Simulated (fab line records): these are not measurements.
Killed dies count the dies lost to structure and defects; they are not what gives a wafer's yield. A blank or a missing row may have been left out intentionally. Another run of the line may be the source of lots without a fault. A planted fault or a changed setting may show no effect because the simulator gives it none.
The tool behind it: which one? | flow nandHarc | 24 lots, 72 wafers sampled, at 6 steps of a route of 1159

## WHAT THE GAUGES READ, wafer by wafer
NHARC_P_M0_OVL_MEAS_10: pitch 180 nm. Usual: overlayXNm 0.2 nm, standard deviation 0.83; overlayYNm -0.1 nm, standard deviation 0.88.
lot  | measured     | on         | overlayXNm (nm) | overlayYNm (nm) | flag
L074 | day 5 22:53  | overlay-01 | 1.0 1.1 1.1     | -0.9 -1.2 -1.4  | 
L076 | day 6 05:38  | overlay-01 | 0.3 1.0 0.0     | -0.4 0.1 -0.4   | 
L075 | day 6 09:05  | overlay-01 | -1.7 -1.4 -1.4  | -0.4 -0.1 -0.7  | 
L077 | day 6 10:17  | overlay-02 | 2.1 1.4 1.3     | 0.4 0.0 0.4     | 
L078 | day 7 00:05  | overlay-02 | 1.1 0.3 0.1     | 0.0 -0.2 0.8    | 
L079 | day 7 00:45  | overlay-01 | -0.5 -0.8 -0.9  | 0.8 0.5 0.5     | 
L080 | day 7 01:48  | overlay-02 | 0.8 0.5 0.3     | 0.8 1.2 1.1     | 
L081 | day 7 10:02  | overlay-02 | 1.5 1.4 1.9     | 0.3 -0.2 -0.6   | 
L082 | day 7 18:28  | overlay-02 | -0.3 0.0 -0.1   | -1.1 -0.9 -1.4  | 
L083 | day 8 01:02  | overlay-01 | 0.4 -0.1 -0.7   | -0.3 -0.5 -0.8  | 
L085 | day 8 10:04  | overlay-02 | 0.6 1.2 1.1     | 0.6 0.9 0.2     | 
L084 | day 8 10:23  | overlay-02 | -0.7 -1.0 -0.7  | -0.8 -1.1 -1.0  | 
L086 | day 8 23:59  | overlay-02 | 0.1 0.3 1.0     | 0.3 -0.1 -0.3   | 
L087 | day 9 01:04  | overlay-01 | 1.4 1.2 1.2     | 0.6 0.6 1.3     | 
L088 | day 9 20:47  | overlay-01 | 0.1 0.3 0.5     | 0.8 0.2 0.8     | 
L089 | day 9 22:50  | overlay-01 | 0.2 0.2 0.0     | -1.4 -1.5 -1.8  | 
L091 | day 10 01:53 | overlay-01 | -0.3 -0.1 -0.3  | 0.9 1.1 0.8     | 
L090 | day 10 02:38 | overlay-01 | -0.6 -0.2 -0.3  | -0.3 0.2 -0.5   | 
L092 | day 10 05:51 | overlay-01 | -1.4 -0.6 -1.4  | 0.7 0.8 1.3     | 
L093 | day 10 08:04 | overlay-02 | -0.2 0.7 0.0    | -0.6 -1.1 -1.2  | 
L094 | day 10 19:35 | overlay-01 | 0.2 0.2 0.7     | -1.5 -1.5 -0.7  | 
L095 | day 11 06:51 | overlay-02 | 0.0 0.0 -0.3    | 1.7 0.9 0.8     | 
L096 | day 11 07:43 | overlay-01 | 0.1 0.8 0.6     | -0.7 -0.6 -0.7  | 
L097 | day 11 12:36 | overlay-02 | -0.3 -0.3 -0.7  | 0.2 0.4 -0.1    | 

NHARC_P_BONDPAD_CD_MEAS_09: the cd target is 500 nm. Usual: cdNm at 500.4 nm, with a standard deviation of 1.6.
lot  | measured     | on       | cdNm (nm)         | flag
L074 | day 6 11:50  | cdSem-02 | 500.1 499.3 499.0 | 
L076 | day 6 19:04  | cdSem-01 | 501.3 501.1 499.0 | 
L075 | day 6 22:40  | cdSem-01 | 501.7 501.1 502.3 | 
L077 | day 6 23:52  | cdSem-03 | 499.3 501.8 500.0 | 
L078 | day 7 13:02  | cdSem-03 | 501.2 499.7 498.1 | 
L079 | day 7 14:02  | cdSem-02 | 501.9 501.7 497.8 | 
L080 | day 7 14:53  | cdSem-02 | 498.9 498.5 500.1 | 
L081 | day 7 22:59  | cdSem-03 | 497.3 498.0 498.8 | 
L082 | day 8 07:24  | cdSem-03 | 499.8 503.0 500.4 | 
L083 | day 8 13:58  | cdSem-01 | 499.5 501.6 501.3 | 
L085 | day 8 22:57  | cdSem-01 | 498.8 500.8 497.3 | 
L084 | day 9 00:03  | cdSem-01 | 498.5 501.5 500.4 | 
L086 | day 9 12:44  | cdSem-01 | 500.8 501.1 501.3 | 
L087 | day 9 13:55  | cdSem-02 | 503.4 504.0 505.1 | 
L088 | day 10 09:44 | cdSem-03 | 503.1 503.6 500.1 | 
L089 | day 10 11:38 | cdSem-03 | 498.9 499.7 500.4 | 
L091 | day 10 14:40 | cdSem-02 | 500.5 495.5 499.2 | 
L090 | day 10 15:40 | cdSem-02 | 498.5 501.7 500.8 | 
L092 | day 10 18:29 | cdSem-02 | 502.1 503.7 500.6 | 
L093 | day 10 21:26 | cdSem-03 | 500.2 501.7 503.0 | 
L094 | day 11 08:44 | cdSem-02 | 502.1 501.9 502.7 | 
L095 | day 11 19:24 | cdSem-02 | 499.7 500.7 501.6 | 
L096 | day 11 20:10 | cdSem-02 | 498.7 500.1 498.3 | 
L097 | day 12 01:17 | cdSem-02 | 499.5 500.0 500.5 | 

## WHAT TOOL EACH LOT RAN ON (gives the tool, then ch and the chambers of the sampled wafers, and finally the start)
lot  | NHARC_P_CONTACT_ETCH_36                      | NHARC_P_M1_PVD_21                      | NHARC_P_M1_CMP_23             | NHARC_P_M2_DESCUM_14
L074 | rieDiel-04 ch 0,1,2, day 5 22:53 or earlier  | pvdSputter-02, day 6 05:02 or earlier  | cmp-01 ch 0,1,3, day 6 05:02  | rieDiel-06 ch 1,2,3, day 6 07:14
L076 | rieDiel-10 ch 0,2,3, day 6 05:38 or earlier  | pvdSputter-02, day 6 12:01 or earlier  | cmp-03 ch 0,1,2, day 6 12:01  | rieDiel-06 ch 1,2,3, day 6 14:29
L075 | rieDiel-07 ch 0,3, day 6 09:05 or earlier    | pvdSputter-01, day 6 15:41 or earlier  | cmp-02 ch 0,2, day 6 15:41    | rieDiel-06 ch 1,3, day 6 17:53
L077 | rieDiel-07 ch 0,1,2, day 6 10:17 or earlier  | pvdSputter-01, day 6 17:13 or earlier  | cmp-03 ch 0,1, day 6 17:13    | rieDiel-02 ch 1,2, day 6 19:17
L078 | rieDiel-04 ch 0,2,3, day 7 00:05 or earlier  | pvdSputter-01, day 7 06:37 or earlier  | cmp-03 ch 0,1, day 7 06:37    | rieDiel-06 ch 1,2,3, day 7 08:41
L079 | rieDiel-04 ch 0,3, day 7 00:45 or earlier    | pvdSputter-03, day 7 07:02 or earlier  | cmp-02 ch 0,3, day 7 07:02    | rieDiel-11 ch 1,2,3, day 7 09:05
L080 | rieDiel-04 ch 0,3, day 7 01:48 or earlier    | pvdSputter-03, day 7 08:22 or earlier  | cmp-03 ch 0,2,3, day 7 08:22  | rieDiel-06 ch 0,1,2, day 7 10:26
L081 | rieDiel-10 ch 0,2,3, day 7 10:02 or earlier  | pvdSputter-02, day 7 16:19 or earlier  | cmp-03 ch 2,3, day 7 16:19    | rieDiel-06 ch 1,2, day 7 18:22
L082 | rieDiel-10 ch 1,2, day 7 18:28 or earlier    | pvdSputter-02, day 8 01:08 or earlier  | cmp-01 ch 0,1,2, day 8 01:08  | rieDiel-02 ch 1,2,3, day 8 03:03
L083 | rieDiel-04 ch 1,2,3, day 8 01:02 or earlier  | pvdSputter-01, day 8 07:20 or earlier  | cmp-01 ch 1,2,3, day 8 07:20  | rieDiel-06 ch 0,1,3, day 8 09:31
L085 | rieDiel-04 ch 0,3, day 8 10:04 or earlier    | pvdSputter-03, day 8 16:32 or earlier  | cmp-02 ch 0,1,2, day 8 16:32  | rieDiel-06 ch 1,3, day 8 18:35
L084 | rieDiel-10 ch 0,1,2, day 8 10:23 or earlier  | pvdSputter-01, day 8 17:43 or earlier  | cmp-03 ch 0,2,3, day 8 17:43  | rieDiel-06 ch 0,2,3, day 8 19:41
L086 | rieDiel-10 ch 1,2,3, day 8 23:59 or earlier  | pvdSputter-02, day 9 06:20 or earlier  | cmp-01 ch 0,1,3, day 9 06:20  | rieDiel-06 ch 1,2,3, day 9 08:23
L087 | rieDiel-10 ch 1,2, day 9 01:04 or earlier    | pvdSputter-02, day 9 07:27 or earlier  | cmp-01 ch 1,2, day 9 07:27    | rieDiel-06 ch 0,1,2, day 9 09:21
L088 | rieDiel-04 ch 0,1,2, day 9 20:47 or earlier  | pvdSputter-03, day 10 03:22 or earlier | cmp-02 ch 0,1,3, day 10 03:22 | rieDiel-06 ch 1,2, day 10 05:28
L089 | rieDiel-04 ch 0,2, day 9 22:50 or earlier    | pvdSputter-03, day 10 05:22 or earlier | cmp-02 ch 0,2,3, day 10 05:22 | rieDiel-06 ch 0,1, day 10 07:26
L091 | rieDiel-04 ch 1,2,3, day 10 01:53 or earlier | pvdSputter-01, day 10 08:18 or earlier | cmp-01 ch 1,2,3, day 10 08:18 | rieDiel-06 ch 0,1,3, day 10 10:14
L090 | rieDiel-10 ch 1,3, day 10 02:38 or earlier   | pvdSputter-01, day 10 09:11 or earlier | cmp-02 ch 0,2,3, day 10 09:11 | rieDiel-11 ch 1,3, day 10 11:14
L092 | rieDiel-04 ch 0,2,3, day 10 05:51 or earlier | pvdSputter-01, day 10 12:11 or earlier | cmp-03 ch 1,2,3, day 10 12:11 | rieDiel-06 ch 0,1,2, day 10 14:07
L093 | rieDiel-10 ch 0,2,3, day 10 08:04 or earlier | pvdSputter-01, day 10 15:01 or earlier | cmp-03 ch 1,2,3, day 10 15:01 | rieDiel-06 ch 1,3, day 10 17:01
L094 | rieDiel-10 ch 1,2,3, day 10 19:35 or earlier | pvdSputter-03, day 11 02:17 or earlier | cmp-01 ch 0,2,3, day 11 02:17 | rieDiel-02 ch 0,1,2, day 11 04:19
L095 | rieDiel-04 ch 1,2,3, day 11 06:51 or earlier | pvdSputter-03, day 11 13:11 or earlier | cmp-02 ch 0,2,3, day 11 13:11 | rieDiel-06 ch 0,3, day 11 15:09
L096 | rieDiel-04 ch 1,2, day 11 07:43 or earlier   | pvdSputter-01, day 11 13:59 or earlier | cmp-03 ch 0,1,2, day 11 13:59 | rieDiel-06 ch 2,3, day 11 15:49
L097 | rieDiel-10 ch 0,2,3, day 11 12:36 or earlier | pvdSputter-02, day 11 18:55 or earlier | cmp-01 ch 0,1,3, day 11 18:55 | rieDiel-02 ch 0,1,3, day 11 21:01
- NHARC_P_CONTACT_ETCH_36: etches the open film in N2/H2, target depth 260 nm, time 406.25 s.
- NHARC_P_M1_PVD_21: deposits Cu, target thk 30 nm, time 20.49 s.
- NHARC_P_M1_CMP_23: polishes, t overpolish 20 s, target thk 157.82 nm.
- NHARC_P_M2_DESCUM_14: chemistry O2, time 3 s.

## WHAT THE TOOLS THEMSELVES READ (means of the sampled wafers that have a number; where no wafer has one, the mark that the record gives instead)
NHARC_P_CONTACT_ETCH_36. Usual: chamberPressureMTorr 30.002 mTorr, standard deviation 0.027; drypumpMotorCurrentA 5.8 A, standard deviation 0.44; oesProductAu 1.001 a.u., standard deviation 0.0097; rfVppV 431.5 V, standard deviation 2.1; showerheadPlenumPTorr 2.07 Torr, standard deviation 0.074; throttleValvePct 14.171 %, standard deviation 0.0096.
lot  | tool       | chamberPressureMTorr (mTorr) | drypumpMotorCurrentA (A) | oesProductAu (a.u.) | rfVppV (V) | showerheadPlenumPTorr (Torr) | throttleValvePct (%) | flag
L074 | rieDiel-04 | 30.022                       | 5.4                      | 1.000               | 433.2      | 2.14                         | 14.173               | 
L076 | rieDiel-10 | 29.990                       | 5.8                      | 0.994               | 429.5      | 2.00                         | 14.167               | 
L075 | rieDiel-07 | 30.013                       | 5.2                      | 0.988               | 431.7      | 2.09                         | 14.177               | 
L077 | rieDiel-07 | 30.022                       | 6.1                      | 0.995               | 430.6      | 2.06                         | 14.166               | 
L078 | rieDiel-04 | 29.971                       | 5.5                      | 1.002               | 433.4      | 2.14                         | 14.177               | 
L079 | rieDiel-04 | 29.981                       | 5.3                      | 1.003               | 432.8      | 2.11                         | 14.182               | 
L080 | rieDiel-04 | 30.011                       | 5.8                      | 1.005               | 431.8      | 2.12                         | 14.167               | 
L081 | rieDiel-10 | 29.995                       | 5.8                      | 0.994               | 429.7      | 2.00                         | 14.166               | 
L082 | rieDiel-10 | 29.996                       | 5.7                      | 0.989               | 431.4      | 2.04                         | 14.167               | 
L083 | rieDiel-04 | 30.003                       | 5.9                      | 1.012               | 433.8      | 2.16                         | 14.168               | 
L085 | rieDiel-04 | 30.040                       | 5.7                      | 1.007               | 432.5      | 2.12                         | 14.168               | 
L084 | rieDiel-10 | 29.989                       | 5.8                      | 0.990               | 430.3      | 2.02                         | 14.178               | 
L086 | rieDiel-10 | 30.013                       | 5.9                      | 1.009               | 430.5      | 2.01                         | 14.175               | 
L087 | rieDiel-10 | 30.003                       | 5.7                      | 0.988               | 430.7      | 2.04                         | 14.171               | 
L088 | rieDiel-04 | 30.012                       | 5.5                      | 1.004               | 432.7      | 2.14                         | 14.175               | 
L089 | rieDiel-04 | 30.022                       | 5.1                      | 1.003               | 432.7      | 2.12                         | 14.177               | 
L091 | rieDiel-04 | 30.005                       | 5.9                      | 1.006               | 433.7      | 2.16                         | 14.163               | 
L090 | rieDiel-10 | 30.011                       | 6.0                      | 1.009               | 428.3      | 1.97                         | 14.159               | 
L092 | rieDiel-04 | 30.025                       | 5.6                      | 1.019               | 432.9      | 2.13                         | 14.178               | 
L093 | rieDiel-10 | 30.019                       | 5.8                      | 0.995               | 429.1      | 1.99                         | 14.179               | 
L094 | rieDiel-10 | 29.971                       | 5.9                      | 0.999               | 429.5      | 2.01                         | 14.168               | 
L095 | rieDiel-04 | 30.008                       | 5.9                      | 1.006               | 434.2      | 2.15                         | 14.175               | 
L096 | rieDiel-04 | 30.012                       | 5.7                      | 1.005               | 433.3      | 2.16                         | 14.168               | 
L097 | rieDiel-10 | 29.979                       | 5.8                      | 1.000               | 429.9      | 1.99                         | 14.167               | 

NHARC_P_M1_PVD_21. Usual: chamberPressurePa 5.001 Pa, standard deviation 0.011; throttleValvePct 29.9 %, standard deviation 1.4.
lot  | tool          | chamberPressurePa (Pa) | throttleValvePct (%) | flag
L074 | pvdSputter-02 | 5.002                  | 30.2                 | 
L076 | pvdSputter-02 | 4.990                  | 30.3                 | 
L075 | pvdSputter-01 | 4.994                  | 30.0                 | 
L077 | pvdSputter-01 | 5.003                  | 30.0                 | 
L078 | pvdSputter-01 | 5.009                  | 29.8                 | 
L079 | pvdSputter-03 | 4.997                  | 30.7                 | 
L080 | pvdSputter-03 | 5.000                  | 29.7                 | 
L081 | pvdSputter-02 | 5.004                  | 29.7                 | 
L082 | pvdSputter-02 | 5.009                  | 30.2                 | 
L083 | pvdSputter-01 | 4.997                  | 27.9                 | 
L085 | pvdSputter-03 | 5.003                  | 29.7                 | 
L084 | pvdSputter-01 | 5.000                  | 31.5                 | 
L086 | pvdSputter-02 | 5.009                  | 30.2                 | 
L087 | pvdSputter-02 | 5.004                  | 30.3                 | 
L088 | pvdSputter-03 | 4.992                  | 29.8                 | 
L089 | pvdSputter-03 | 5.013                  | 30.8                 | 
L091 | pvdSputter-01 | 4.986                  | 30.6                 | 
L090 | pvdSputter-01 | 5.001                  | 29.2                 | 
L092 | pvdSputter-01 | 5.014                  | 28.8                 | 
L093 | pvdSputter-01 | 5.005                  | 28.8                 | 
L094 | pvdSputter-03 | 4.997                  | 29.9                 | 
L095 | pvdSputter-03 | 4.995                  | 30.6                 | 
L096 | pvdSputter-01 | 5.007                  | 30.9                 | 
L097 | pvdSputter-02 | 5.010                  | 30.1                 | 

NHARC_P_M1_CMP_23. Usual: motorCurrentA 11.9 A, standard deviation 1.2; timeToEndpointS 28.7 s, standard deviation 2.8.
lot  | tool   | motorCurrentA (A) | timeToEndpointS (s) | flag
L074 | cmp-01 | 11.7              | 29.8                | 
L076 | cmp-03 | 10.4              | 24.9                | 
L075 | cmp-02 | 12.2              | 34.7                | 
L077 | cmp-03 | 11.7              | 27.7                | 
L078 | cmp-03 | 11.5              | 26.7                | 
L079 | cmp-02 | 11.8              | 29.8                | 
L080 | cmp-03 | 10.7              | 29.8                | 
L081 | cmp-03 | 9.9               | 27.0                | 
L082 | cmp-01 | 12.4              | 28.2                | 
L083 | cmp-01 | 13.1              | 26.2                | 
L085 | cmp-02 | 12.8              | 32.4                | 
L084 | cmp-03 | 10.9              | 27.8                | 
L086 | cmp-01 | 12.0              | 29.5                | 
L087 | cmp-01 | 13.6              | 25.9                | 
L088 | cmp-02 | 12.5              | 32.8                | 
L089 | cmp-02 | 12.4              | 30.1                | 
L091 | cmp-01 | 13.2              | 27.3                | 
L090 | cmp-02 | 12.4              | 30.5                | 
L092 | cmp-03 | 10.6              | 27.7                | 
L093 | cmp-03 | 10.8              | 27.6                | 
L094 | cmp-01 | 12.0              | 27.8                | 
L095 | cmp-02 | 12.4              | 31.0                | 
L096 | cmp-03 | 10.3              | 29.1                | 
L097 | cmp-01 | 11.7              | 27.9                | 

NHARC_P_M2_DESCUM_14. Usual: chamberPressureMTorr 60.01 mTorr, standard deviation 0.056; drypumpMotorCurrentA 5.7 A, standard deviation 0.49; oesProductAu 0.999 a.u., standard deviation 0.0091; rfVppV 57.6 V, standard deviation 0.95; showerheadPlenumPTorr 1.89 Torr, standard deviation 0.092; throttleValvePct 11.310 %, standard deviation 0.0094.
lot  | tool       | chamberPressureMTorr (mTorr) | drypumpMotorCurrentA (A) | oesProductAu (a.u.) | rfVppV (V) | showerheadPlenumPTorr (Torr) | throttleValvePct (%) | flag
L074 | rieDiel-06 | 60.02                        | 5.9                      | 1.009               | 56.9       | 1.84                         | 11.308               | 
L076 | rieDiel-06 | 60.00                        | 5.9                      | 1.002               | 57.4       | 1.84                         | 11.312               | 
L075 | rieDiel-06 | 60.02                        | 6.2                      | 0.997               | 57.1       | 1.88                         | 11.310               | 
L077 | rieDiel-02 | 60.04                        | 5.3                      | 0.994               | 56.8       | 1.90                         | 11.305               | 
L078 | rieDiel-06 | 60.00                        | 5.9                      | 1.005               | 57.1       | 1.84                         | 11.312               | 
L079 | rieDiel-11 | 60.02                        | 5.8                      | 0.994               | 57.7       | 1.88                         | 11.310               | 
L080 | rieDiel-06 | 60.01                        | 5.5                      | 0.994               | 58.2       | 1.89                         | 11.317               | 
L081 | rieDiel-06 | 59.99                        | 5.5                      | 1.006               | 57.3       | 1.81                         | 11.317               | 
L082 | rieDiel-02 | 60.02                        | 5.5                      | 0.999               | 57.5       | 1.89                         | 11.300               | 
L083 | rieDiel-06 | 60.00                        | 5.8                      | 1.001               | 58.4       | 1.93                         | 11.310               | 
L085 | rieDiel-06 | 59.99                        | 5.7                      | 0.999               | 57.2       | 1.85                         | 11.308               | 
L084 | rieDiel-06 | 60.05                        | 6.0                      | 1.001               | 58.0       | 1.91                         | 11.300               | 
L086 | rieDiel-06 | 59.93                        | 5.9                      | 1.006               | 57.1       | 1.84                         | 11.316               | 
L087 | rieDiel-06 | 60.01                        | 5.5                      | 1.000               | 57.9       | 1.89                         | 11.307               | 
L088 | rieDiel-06 | 60.04                        | 5.6                      | 1.015               | 56.8       | 1.80                         | 11.306               | 
L089 | rieDiel-06 | 59.98                        | 5.4                      | 0.995               | 57.4       | 1.91                         | 11.315               | 
L091 | rieDiel-06 | 60.05                        | 5.8                      | 1.000               | 57.6       | 1.93                         | 11.300               | 
L090 | rieDiel-11 | 59.98                        | 5.7                      | 0.984               | 58.0       | 1.89                         | 11.309               | 
L092 | rieDiel-06 | 60.01                        | 5.5                      | 1.000               | 56.5       | 1.89                         | 11.308               | 
L093 | rieDiel-06 | 60.02                        | 5.7                      | 0.998               | 56.7       | 1.85                         | 11.313               | 
L094 | rieDiel-02 | 60.03                        | 5.1                      | 0.995               | 57.4       | 1.92                         | 11.315               | 
L095 | rieDiel-06 | 60.01                        | 6.3                      | 0.983               | 57.9       | 1.95                         | 11.312               | 
L096 | rieDiel-06 | 60.03                        | 6.3                      | 0.989               | 57.5       | 1.86                         | 11.304               | 
L097 | rieDiel-02 | 60.10                        | 5.2                      | 0.999               | 57.9       | 1.90                         | 11.306               | 

## THE ANSWER, worked out from the rows above alone
Rule: a lot is off if the mean of its wafers that have a number lies more than 3 standard deviations from the usual mean. Also off: a lot with no number at a reading for which 4 or more lots have one. Where the step has rows for the other lots, those lots are counted as sound. The gauges are gone through in route order, then the tools' own readings, and for those a lot's mean is taken as printed above. The first step at which some lot is off is used, and at that step the reading that is off furthest; a lot without a number counts as furthest.
No lot is off on any of the readings shown, so nothing can be concluded from this.

## WHAT THE SIMULATOR PUT IN
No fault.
